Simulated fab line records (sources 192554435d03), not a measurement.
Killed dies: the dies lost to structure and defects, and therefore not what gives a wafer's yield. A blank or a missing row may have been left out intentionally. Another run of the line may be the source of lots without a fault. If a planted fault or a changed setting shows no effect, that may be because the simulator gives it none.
fab line records :: flow n5Finfet
record:
  lots: 5
  wafers: 15
  lastDay: 16
route steps=1938 shown MOL_CONTACT_COAG@612 BEOL_M4@1111 PASSIVATION@1936
lots that met no fault: taken from a fault-free run of the same line
startH: hours from the record's opening day to when the first of the lot's shown wafers began :: waitH: hours since the lot's step before :: " as in the row above :: L1.1+2: one row covering several wafers at once :: - no value, or no start given :: * or withheld: withheld :: < > ~ a bound
route shown NAME@n: NAME is a module with steps in the file, n the number in the route of the first one :: usual: average and standard deviation across the fault-free wafers :: same: alike in all rows :: chamber/n: place in a boat :: sites: per-site readings :: _std_site: the standard deviation of these :: _edge_site: inner sites' mean taken away from outer sites' mean :: radiusMm: for every site, how far away it sits from the centre of the wafer :: mask NAME#n: copy n :: behind: the last tool/chamber to shape the wafer :: hold: why the lot went on hold/how many hours it stayed there/how the hold came to an end :: device: the n, p or np transistor that did not switch :: end of line: the same wafers' tests at the end of the route :: where a step has no rows: the recipe by itself :: killed: dies lost to structure and defects at the first sort, not the wafer's yield :: map: shows each die of a wafer: x if killed, . if not, _ if none is there
set.NAME: the setting the step ran with; set.NAME@STEP: the setting that earlier step ran with :: model.NAME: the simulator's own value behind a step, which no gauge read
certain route steps with their lots: each step a table, each wafer a row
services: when a tool's chamber went out of use (startH, in hours from the record's first day, below 0 if earlier), for how many hours, and the reason
== steps ==
step: N5_MOL_CONTACT_COAG_STRIP_69
recipe:
  chemistry: N2/H2
  tempC: 40
  n2FlowSccm: 200
  h2FlowSccm: 200
  rfFrequencyHz: 6e+07
step: N5_MOL_CONTACT_COAG_ETCHBACK_136
recipe:
  chemistry: CHF3
  target: SiO2
  targetDepthA: 250
  timeS: 16.7
  ionEnergyEv: 200
  pressureMtorr: 30
  sourceW: 610
  biasW: 170
  Ar_flow_sccm: 200
  CHF3_flow_sccm: 50
step: N5_MOL_CONTACT_COAG_STRIP_120
recipe:
  chemistry: CHF3
  resist: SiARC
  rfFrequencyHz: 6e+07
step: N5_MOL_CONTACT_COAG_VIA_ETCH_117
recipe:
  chemistry: C4F6/O2
  targetDepthA: 400
  overetchA: 80
  maskMaterial: SOC
  target: SiO2
  biasW: 455
  pressureMtorr: 10
  timeS: 26
  sourceW: 325
  Ar_flow_sccm: 300
  C4F6_flow_sccm: 10
  O2_flow_sccm: 10
  ionEnergyEv: 575.3
  ends: endPoint
step: N5_MOL_CONTACT_COAG_ETCH_124
recipe:
  chemistry: CH3F/O2
  target: SiNx
  targetDepthA: 65
  maskMaterial: SOC
  stopOn: SiOC
  overEtchFrac: 0.3
  ionEnergyEv: 120
  pressureMtorr: 30
  sourceW: 395
  biasW: 73
  Ar_flow_sccm: 150
  CH3F_flow_sccm: 30
  O2_flow_sccm: 20
  ends: endPoint
step: N5_MOL_CONTACT_COAG_ETCH_48
recipe:
  chemistry: C4F6/O2
  targetDepthA: 150
  overetchA: 45
  maskMaterial: SOC
  target: SiOC
  biasW: 465
  pressureMtorr: 10
  timeS: 17
  sourceW: 335
  Ar_flow_sccm: 300
  C4F6_flow_sccm: 10
  O2_flow_sccm: 10
  ionEnergyEv: 576
step: N5_MOL_CONTACT_COAG_STRIP_72
recipe:
  chemistry: N2/H2
  powerW: 450
  tempC: 40
  pressureMtorr: 20
  rfFrequencyHz: 6e+07
  overashFraction: 3
  biasPowerW: 7
  h2Frac: 0.5
  n2FlowSccm: 200
  h2FlowSccm: 200
step: N5_MOL_CONTACT_COAG_STRIP_49
recipe:
  chemistry: N2/H2
  timeS: 30
  powerW: 1000
  tempC: 250
  pressureMtorr: withheld
  n2FlowSccm: 1750
  h2FlowSccm: 3250
step: N5_MOL_CONTACT_COAG_PRECLEAN_138
recipe:
  chemistry: alkalineClean
  tempC: 60
  timeS: 60
  doPpb: 50
step: N5_MOL_CONTACT_COAG_SRD_139
recipe:
  dry: ipaMarangoni
  timeS: 30
  tempC: 23
  rinseLiquid: diw
step: N5_MOL_CONTACT_COAG_PRE_CLEAN_121
recipe:
  gas: H2/He
  timeS: *
  tempC: withheld
step: N5_MOL_CONTACT_COAG_CVD_140
recipe:
  material: W
  targetThkA: 665
  mode: selectiveFill
  tempC: 300
  timeS: 215
usual:
  heaterPowerOuterW: 255/16
  heaterPowerW: 475/39
  timeS: 215/0
lot.wafer: L479.1
tool: cvdW-01
chamber: 1
startH: 156.02
waitH: 0.1
heaterPowerOuterW: 248
heaterPowerW: 490
timeS: 215

lot.wafer: L479.3
tool: cvdW-01
chamber: 1
startH: 156.02
waitH: 0.1
heaterPowerOuterW: 250
heaterPowerW: 467
timeS: 215

lot.wafer: L479.5
tool: cvdW-01
chamber: 0
startH: 156.02
waitH: 0.1
heaterPowerOuterW: 238
heaterPowerW: 415
timeS: 215

lot.wafer: L481.1
tool: cvdW-02
chamber: 1
startH: 170.50
waitH: 0.1
heaterPowerOuterW: -
heaterPowerW: -
timeS: -

lot.wafer: L481.4
tool: cvdW-02
chamber: 1
startH: 170.50
waitH: 0.1
heaterPowerOuterW: -
heaterPowerW: -
timeS: -

lot.wafer: L481.5
tool: cvdW-02
chamber: 1
startH: 170.50
waitH: 0.1
heaterPowerOuterW: -
heaterPowerW: -
timeS: -

lot.wafer: L482.1
tool: cvdW-02
chamber: 1
startH: 175.26
waitH: 0.1
heaterPowerOuterW: -
heaterPowerW: -
timeS: -

lot.wafer: L482.2
tool: cvdW-02
chamber: 0
startH: 175.26
waitH: 0.1
heaterPowerOuterW: -
heaterPowerW: -
timeS: -

lot.wafer: L482.5
tool: cvdW-02
chamber: 0
startH: 175.26
waitH: 0.1
heaterPowerOuterW: -
heaterPowerW: -
timeS: -

lot.wafer: L483.3
tool: cvdW-01
chamber: 1
startH: 179.11
waitH: 0.1
heaterPowerOuterW: -
heaterPowerW: -
timeS: -

lot.wafer: L483.4
tool: cvdW-01
chamber: 0
startH: 179.11
waitH: 0.1
heaterPowerOuterW: -
heaterPowerW: -
timeS: -

lot.wafer: L483.6
tool: cvdW-01
chamber: 1
startH: 179.11
waitH: 0.1
heaterPowerOuterW: -
heaterPowerW: -
timeS: -

lot.wafer: L491.4
tool: cvdW-02
chamber: 1
startH: 227.58
waitH: 0.1
heaterPowerOuterW: 261
heaterPowerW: 522
timeS: 215

lot.wafer: L491.5
tool: cvdW-02
chamber: 1
startH: 227.58
waitH: 0.1
heaterPowerOuterW: 264
heaterPowerW: 520
timeS: 215

lot.wafer: L491.6
tool: cvdW-02
chamber: 0
startH: 227.58
waitH: 0.1
heaterPowerOuterW: 281
heaterPowerW: 501
timeS: 215
step: N5_MOL_CONTACT_COAG_PRECLEAN_127
recipe:
  chemistry: DIW
  timeS: 57.5
  tempC: 23
step: N5_BEOL_M4_RC_MEAS_101
usual:
  DIBL_N: 36.8/1.5
  DIBL_P: 37.1/2.1
  IOFF_N: 0.168/0.03
  IOFF_P: 0.22/0.034
  ION_N: 679/12
  ION_P: 466/8
  SS_N: 71.7/0.58
  SS_P: 73.5/0.67
  VT_N: 248.8/2.7
  VT_P: -250/3.3
lot.wafer: L479.1
tool: prober-01
chamber: 0
startH: 209.20
waitH: 0.0
DIBL_N[mV/V]: 36.1
DIBL_P[mV/V]: 35.1
IOFF_N[nA/um]: 0.153
IOFF_P[nA/um]: 0.15
ION_N[uA/um]: 668
ION_P[uA/um]: 446
SS_N[mV/dec]: 71.9
SS_P[mV/dec]: 73.0
VT_N[mV]: 251.3
VT_P[mV]: -255

lot.wafer: L479.3
tool: prober-01
chamber: 0
startH: 209.20
waitH: 0.0
DIBL_N[mV/V]: 36.7
DIBL_P[mV/V]: 36.8
IOFF_N[nA/um]: 0.161
IOFF_P[nA/um]: 0.19
ION_N[uA/um]: 680
ION_P[uA/um]: 456
SS_N[mV/dec]: 71.6
SS_P[mV/dec]: 73.4
VT_N[mV]: 250.4
VT_P[mV]: -256

lot.wafer: L479.5
tool: prober-01
chamber: 0
startH: 209.20
waitH: 0.0
DIBL_N[mV/V]: 35.4
DIBL_P[mV/V]: 36.2
IOFF_N[nA/um]: 0.139
IOFF_P[nA/um]: 0.17
ION_N[uA/um]: 661
ION_P[uA/um]: 450
SS_N[mV/dec]: 71.1
SS_P[mV/dec]: 72.7
VT_N[mV]: 250.4
VT_P[mV]: -256

lot.wafer: L491.4
tool: prober-02
chamber: 0
startH: 288.60
waitH: 0.5
DIBL_N[mV/V]: 36.9
DIBL_P[mV/V]: 36.6
IOFF_N[nA/um]: 0.165
IOFF_P[nA/um]: 0.21
ION_N[uA/um]: 680
ION_P[uA/um]: 469
SS_N[mV/dec]: 71.8
SS_P[mV/dec]: 73.4
VT_N[mV]: 248.8
VT_P[mV]: -255

lot.wafer: L491.5
tool: prober-02
chamber: 0
startH: 288.60
waitH: 0.5
DIBL_N[mV/V]: 37.2
DIBL_P[mV/V]: 37.0
IOFF_N[nA/um]: 0.182
IOFF_P[nA/um]: 0.23
ION_N[uA/um]: 697
ION_P[uA/um]: 481
SS_N[mV/dec]: 72.4
SS_P[mV/dec]: 73.6
VT_N[mV]: 250.4
VT_P[mV]: -249

lot.wafer: L491.6
tool: prober-02
chamber: 0
startH: 288.60
waitH: 0.5
DIBL_N[mV/V]: 40.1
DIBL_P[mV/V]: 41.3
IOFF_N[nA/um]: 0.252
IOFF_P[nA/um]: 0.31
ION_N[uA/um]: 699
ION_P[uA/um]: 473
SS_N[mV/dec]: 73.1
SS_P[mV/dec]: 74.5
VT_N[mV]: 243.5
VT_P[mV]: -246
step: N5_PASSIVATION_PROBE_49
usual:
  defectLimitedYield: 91.0/1.5
  killed_at_M0_to_M3: 34/11
  killed_at_M4_up: 14/5.3
  killedAtContacts: 13/7
  killedAtFrontEnd: 41/13
  killedAtOther: 4/3.1
  killedDies: 106/17
  killedOnRim: 14/3.9
  killedOpen: 70/12
  killedShort: 35/8
  sort_bin_5_function: 5.2/0.98
  sort_bin_6_memory: 3.4/0.69
  sortNPass: 1074/17
  sortYieldPct: 91.0/1.5
same:
  grossDies: 1180
  killedAtBackSide: 0
  sort_bin_4_leakage[%]: 0
  sort_bin_8_speed[%]: 0
lot.wafer: L481.1
tool: prober-02
chamber: -
startH: 339.59
waitH: 0.0
defectLimitedYield[%]: 0
killed_at_M0_to_M3: 15
killed_at_M4_up: 13
killedAtContacts: 1095
killedAtFrontEnd: 53
killedAtOther: 4
killedDies: 1180
killedOnRim: 152
killedOpen: 57
killedShort: 39
sort_bin_5_function[%]: 96.4
sort_bin_6_memory[%]: 3.1
sortNPass: 0
sortYieldPct[%]: 0

lot.wafer: L481.4
tool: prober-02
chamber: -
startH: 339.74
waitH: 0.2
defectLimitedYield[%]: 0
killed_at_M0_to_M3: 19
killed_at_M4_up: 10
killedAtContacts: 1080
killedAtFrontEnd: 61
killedAtOther: 10
killedDies: 1180
killedOnRim: 152
killedOpen: 76
killedShort: 33
sort_bin_5_function[%]: 96.6
sort_bin_6_memory[%]: 3.3
sortNPass: 0
sortYieldPct[%]: 0

lot.wafer: L481.5
tool: prober-02
chamber: -
startH: 339.79
waitH: 0.2
defectLimitedYield[%]: 0
killed_at_M0_to_M3: 26
killed_at_M4_up: 5
killedAtContacts: 1094
killedAtFrontEnd: 52
killedAtOther: 3
killedDies: 1180
killedOnRim: 152
killedOpen: 62
killedShort: 37
sort_bin_5_function[%]: 96.9
sort_bin_6_memory[%]: 2.5
sortNPass: 0
sortYieldPct[%]: 0

lot.wafer: L483.3
tool: prober-02
chamber: -
startH: 342.01
waitH: 0.1
defectLimitedYield[%]: 0
killed_at_M0_to_M3: 34
killed_at_M4_up: 11
killedAtContacts: 1085
killedAtFrontEnd: 43
killedAtOther: 7
killedDies: 1180
killedOnRim: 152
killedOpen: 64
killedShort: 35
sort_bin_5_function[%]: 96.4
sort_bin_6_memory[%]: 3.3
sortNPass: 0
sortYieldPct[%]: 0

lot.wafer: L483.4
tool: prober-02
chamber: -
startH: 342.06
waitH: 0.2
defectLimitedYield[%]: 0
killed_at_M0_to_M3: 39
killed_at_M4_up: 19
killedAtContacts: 1054
killedAtFrontEnd: 48
killedAtOther: 20
killedDies: 1180
killedOnRim: 152
killedOpen: 89
killedShort: 42
sort_bin_5_function[%]: 94.4
sort_bin_6_memory[%]: 5.3
sortNPass: 0
sortYieldPct[%]: 0

lot.wafer: L483.6
tool: prober-02
chamber: -
startH: 342.16
waitH: 0.3
defectLimitedYield[%]: 0
killed_at_M0_to_M3: 31
killed_at_M4_up: 14
killedAtContacts: 1085
killedAtFrontEnd: 45
killedAtOther: 5
killedDies: 1180
killedOnRim: 152
killedOpen: 76
killedShort: 34
sort_bin_5_function[%]: 95.8
sort_bin_6_memory[%]: 3.9
sortNPass: 0
sortYieldPct[%]: 0

lot.wafer: L482.1
tool: prober-02
chamber: -
startH: 356.50
waitH: 0.0
defectLimitedYield[%]: 0
killed_at_M0_to_M3: 28
killed_at_M4_up: 19
killedAtContacts: 1071
killedAtFrontEnd: 61
killedAtOther: 1
killedDies: 1180
killedOnRim: 152
killedOpen: 82
killedShort: 36
sort_bin_5_function[%]: 95.7
sort_bin_6_memory[%]: 4.1
sortNPass: 0
sortYieldPct[%]: 0

lot.wafer: L482.2
tool: prober-02
chamber: -
startH: 356.55
waitH: 0.1
defectLimitedYield[%]: 0
killed_at_M0_to_M3: 25
killed_at_M4_up: 16
killedAtContacts: 1094
killedAtFrontEnd: 41
killedAtOther: 4
killedDies: 1180
killedOnRim: 152
killedOpen: 64
killedShort: 28
sort_bin_5_function[%]: 97.1
sort_bin_6_memory[%]: 2.8
sortNPass: 0
sortYieldPct[%]: 0

lot.wafer: L482.5
tool: prober-02
chamber: -
startH: 356.70
waitH: 0.2
defectLimitedYield[%]: 0
killed_at_M0_to_M3: 36
killed_at_M4_up: 13
killedAtContacts: 1101
killedAtFrontEnd: 29
killedAtOther: 1
killedDies: 1180
killedOnRim: 152
killedOpen: 65
killedShort: 30
sort_bin_5_function[%]: 97.2
sort_bin_6_memory[%]: 2.6
sortNPass: 0
sortYieldPct[%]: 0
killed by level:class
L481.1 MOL_CONTACT_COAG:areaCvd=1081 STI_FIN_REVEAL:geometricParticle:open=22 FIN_SAQP:geometricParticle:short=12 MOL_CONTACT_COAG:geometricParticle:open=10 STI_FIN_REVEAL:geometricParticle:short=7 BEOL_M0_SAQP:geometricParticle:short=6 FIN_SAQP:geometricParticle:open=5 MOL_CONTACT_COAG:geometricParticle:short=4
L481.4 MOL_CONTACT_COAG:areaCvd=1071 STI_FIN_REVEAL:geometricParticle:open=22 FIN_SAQP:geometricParticle:short=11 FIN_SAQP:geometricParticle:open=8 MOL_CONTACT_COAG:geometricParticle:open=6 BEOL_M0_SAQP:geometricParticle:short=6 GATE_CUT:geometricParticle:open=5 BEOL_M4:geometricParticle:open=5
L481.5 MOL_CONTACT_COAG:areaCvd=1080 STI_FIN_REVEAL:geometricParticle:open=15 FIN_SAQP:geometricParticle:open=12 MOL_CONTACT_COAG:geometricParticle:open=9 FIN_SAQP:geometricParticle:short=8 BEOL_M0_SAQP:geometricParticle:open=6 MOL_CONTACT_COAG:geometricParticle:short=5 BEOL_M0_SAQP:geometricParticle:short=5
L483.3 MOL_CONTACT_COAG:areaCvd=1081 BEOL_M2:geometricParticle:open=9 GATE_CUT:geometricParticle:short=7 DUMMY_GATE:geometricParticle:open=5 BEOL_M3:geometricParticle:open=5 BEOL_M0_SAQP:geometricParticle:open=5 BEOL_M4:geometricParticle:open=5 STI_FIN_REVEAL:geometricParticle:open=4
L483.4 MOL_CONTACT_COAG:areaCvd=1049 BEOL_M2:geometricParticle:open=16 FIN_SAQP:geometricParticle:short=11 FIN_SAQP:geometricParticle:open=9 BEOL_M1:geometricParticle:open=7 BEOL_M4:geometricParticle:open=7 DUMMY_GATE:geometricParticle:open=6 BEOL_M0_SAQP:geometricParticle:open=6
L483.6 MOL_CONTACT_COAG:areaCvd=1068 FIN_SAQP:geometricParticle:open=12 MOL_CONTACT_COAG:geometricParticle:open=10 FIN_SAQP:geometricParticle:short=9 STI_FIN_REVEAL:geometricParticle:open=7 DUMMY_GATE:geometricParticle:open=7 MOL_CONTACT_COAG:geometricParticle:short=7 BEOL_M1:geometricParticle:open=7
L482.1 MOL_CONTACT_COAG:areaCvd=1062 STI_FIN_REVEAL:geometricParticle:open=27 BEOL_M0_SAQP:geometricParticle:short=9 DUMMY_GATE:geometricParticle:open=7 MOL_CONTACT_COAG:geometricParticle:open=7 FIN_SAQP:geometricParticle:short=6 BEOL_M4:geometricParticle:open=6 BEOL_M0_SAQP:geometricParticle:open=6
L482.2 MOL_CONTACT_COAG:areaCvd=1087 STI_FIN_REVEAL:geometricParticle:open=13 BEOL_M0_SAQP:geometricParticle:short=7 BEOL_M4:geometricParticle:open=6 DUMMY_GATE:geometricParticle:open=5 DUMMY_GATE:geometricParticle:short=5 MOL_CONTACT_COAG:geometricParticle:open=5 BEOL_M3:geometricParticle:open=5
L482.5 MOL_CONTACT_COAG:areaCvd=1085 MOL_CONTACT_COAG:geometricParticle:open=14 BEOL_M0_SAQP:geometricParticle:short=9 BEOL_M0_SAQP:geometricParticle:open=9 GATE_CUT:geometricParticle:short=8 BEOL_M2:geometricParticle:open=6 BEOL_M4:geometricParticle:open=6 BEOL_M3:geometricParticle:open=5
map L481.1 (x killed, . not)
_________________xxxxxxxxxxxx________________
______________xxxxxxxxxxxxxxxxxx_____________
___________xxxxxxxxxxxxxxxxxxxxxxxx__________
__________xxxxxxxxxxxxxxxxxxxxxxxxxx_________
________xxxxxxxxxxxxxxxxxxxxxxxxxxxxxx_______
_______xxxxxxxxxxxxxxxxxxxxxxxxxxxxxxxx______
______xxxxxxxxxxxxxxxxxxxxxxxxxxxxxxxxxx_____
_____xxxxxxxxxxxxxxxxxxxxxxxxxxxxxxxxxxxx____
____xxxxxxxxxxxxxxxxxxxxxxxxxxxxxxxxxxxxxx___
___xxxxxxxxxxxxxxxxxxxxxxxxxxxxxxxxxxxxxxxx__
___xxxxxxxxxxxxxxxxxxxxxxxxxxxxxxxxxxxxxxxx__
__xxxxxxxxxxxxxxxxxxxxxxxxxxxxxxxxxxxxxxxxxx_
__xxxxxxxxxxxxxxxxxxxxxxxxxxxxxxxxxxxxxxxxxx_
_xxxxxxxxxxxxxxxxxxxxxxxxxxxxxxxxxxxxxxxxxxxx
_xxxxxxxxxxxxxxxxxxxxxxxxxxxxxxxxxxxxxxxxxxxx
_xxxxxxxxxxxxxxxxxxxxxxxxxxxxxxxxxxxxxxxxxxxx
_xxxxxxxxxxxxxxxxxxxxxxxxxxxxxxxxxxxxxxxxxxxx
_xxxxxxxxxxxxxxxxxxxxxxxxxxxxxxxxxxxxxxxxxxxx
_xxxxxxxxxxxxxxxxxxxxxxxxxxxxxxxxxxxxxxxxxxxx
_xxxxxxxxxxxxxxxxxxxxxxxxxxxxxxxxxxxxxxxxxxxx
_xxxxxxxxxxxxxxxxxxxxxxxxxxxxxxxxxxxxxxxxxxxx
__xxxxxxxxxxxxxxxxxxxxxxxxxxxxxxxxxxxxxxxxxx_
__xxxxxxxxxxxxxxxxxxxxxxxxxxxxxxxxxxxxxxxxxx_
___xxxxxxxxxxxxxxxxxxxxxxxxxxxxxxxxxxxxxxxx__
___xxxxxxxxxxxxxxxxxxxxxxxxxxxxxxxxxxxxxxxx__
____xxxxxxxxxxxxxxxxxxxxxxxxxxxxxxxxxxxxxx___
_____xxxxxxxxxxxxxxxxxxxxxxxxxxxxxxxxxxxx____
______xxxxxxxxxxxxxxxxxxxxxxxxxxxxxxxxxx_____
_______xxxxxxxxxxxxxxxxxxxxxxxxxxxxxxxx______
________xxxxxxxxxxxxxxxxxxxxxxxxxxxxxx_______
__________xxxxxxxxxxxxxxxxxxxxxxxxxx_________
___________xxxxxxxxxxxxxxxxxxxxxxxx__________
______________xxxxxxxxxxxxxxxxxx_____________
_________________xxxxxxxxxxxx________________
map L482.1 (x killed, . not)
_________________xxxxxxxxxxxx________________
______________xxxxxxxxxxxxxxxxxx_____________
___________xxxxxxxxxxxxxxxxxxxxxxxx__________
__________xxxxxxxxxxxxxxxxxxxxxxxxxx_________
________xxxxxxxxxxxxxxxxxxxxxxxxxxxxxx_______
_______xxxxxxxxxxxxxxxxxxxxxxxxxxxxxxxx______
______xxxxxxxxxxxxxxxxxxxxxxxxxxxxxxxxxx_____
_____xxxxxxxxxxxxxxxxxxxxxxxxxxxxxxxxxxxx____
____xxxxxxxxxxxxxxxxxxxxxxxxxxxxxxxxxxxxxx___
___xxxxxxxxxxxxxxxxxxxxxxxxxxxxxxxxxxxxxxxx__
___xxxxxxxxxxxxxxxxxxxxxxxxxxxxxxxxxxxxxxxx__
__xxxxxxxxxxxxxxxxxxxxxxxxxxxxxxxxxxxxxxxxxx_
__xxxxxxxxxxxxxxxxxxxxxxxxxxxxxxxxxxxxxxxxxx_
_xxxxxxxxxxxxxxxxxxxxxxxxxxxxxxxxxxxxxxxxxxxx
_xxxxxxxxxxxxxxxxxxxxxxxxxxxxxxxxxxxxxxxxxxxx
_xxxxxxxxxxxxxxxxxxxxxxxxxxxxxxxxxxxxxxxxxxxx
_xxxxxxxxxxxxxxxxxxxxxxxxxxxxxxxxxxxxxxxxxxxx
_xxxxxxxxxxxxxxxxxxxxxxxxxxxxxxxxxxxxxxxxxxxx
_xxxxxxxxxxxxxxxxxxxxxxxxxxxxxxxxxxxxxxxxxxxx
_xxxxxxxxxxxxxxxxxxxxxxxxxxxxxxxxxxxxxxxxxxxx
_xxxxxxxxxxxxxxxxxxxxxxxxxxxxxxxxxxxxxxxxxxxx
__xxxxxxxxxxxxxxxxxxxxxxxxxxxxxxxxxxxxxxxxxx_
__xxxxxxxxxxxxxxxxxxxxxxxxxxxxxxxxxxxxxxxxxx_
___xxxxxxxxxxxxxxxxxxxxxxxxxxxxxxxxxxxxxxxx__
___xxxxxxxxxxxxxxxxxxxxxxxxxxxxxxxxxxxxxxxx__
____xxxxxxxxxxxxxxxxxxxxxxxxxxxxxxxxxxxxxx___
_____xxxxxxxxxxxxxxxxxxxxxxxxxxxxxxxxxxxx____
______xxxxxxxxxxxxxxxxxxxxxxxxxxxxxxxxxx_____
_______xxxxxxxxxxxxxxxxxxxxxxxxxxxxxxxx______
________xxxxxxxxxxxxxxxxxxxxxxxxxxxxxx_______
__________xxxxxxxxxxxxxxxxxxxxxxxxxx_________
___________xxxxxxxxxxxxxxxxxxxxxxxx__________
______________xxxxxxxxxxxxxxxxxx_____________
_________________xxxxxxxxxxxx________________
== services ==
tool: cvdW-02
chamber: -
startH: 133.20
hours: 6.9
kind: pm
== key ==
firstSign:
  step: N5_MOL_CONTACT_COAG_CVD_140
  reading: toolRecord
  direction: missing
effect:
  step: N5_PASSIVATION_PROBE_49
  reading: killedAtContacts
  direction: up
  sigmas: 99+
  usual: 13
  struck: 1084
moreKillsBornAt:
  N5_MOL_CONTACT_COAG_CVD_140@cvdW-02: 6465
  N5_MOL_CONTACT_COAG_CVD_140@cvdW-01: 3198
metAt N5_MOL_CONTACT_COAG_CVD_140
struckWafers L481.1,L481.4,L481.5,L482.1,L482.2,L482.5,L483.3,L483.4,L483.6
laterRowsLeftOut L481.1,L481.4,L481.5,L482.1,L482.2,L482.5,L483.3,L483.4,L483.6
onsetBetween 156.02 170.50
fault:
  kind: skippedStepWhole
  tool: cvdW-01,cvdW-02
  chamber: -
  onsetH: 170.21
  steps: N5_MOL_CONTACT_COAG_CVD_140
  scope: struckLotsOnly
laterRowsLeftOut: the simulator's readings of these wafers behind a module that went badly wrong aren't trusted and aren't shown, but for the sort
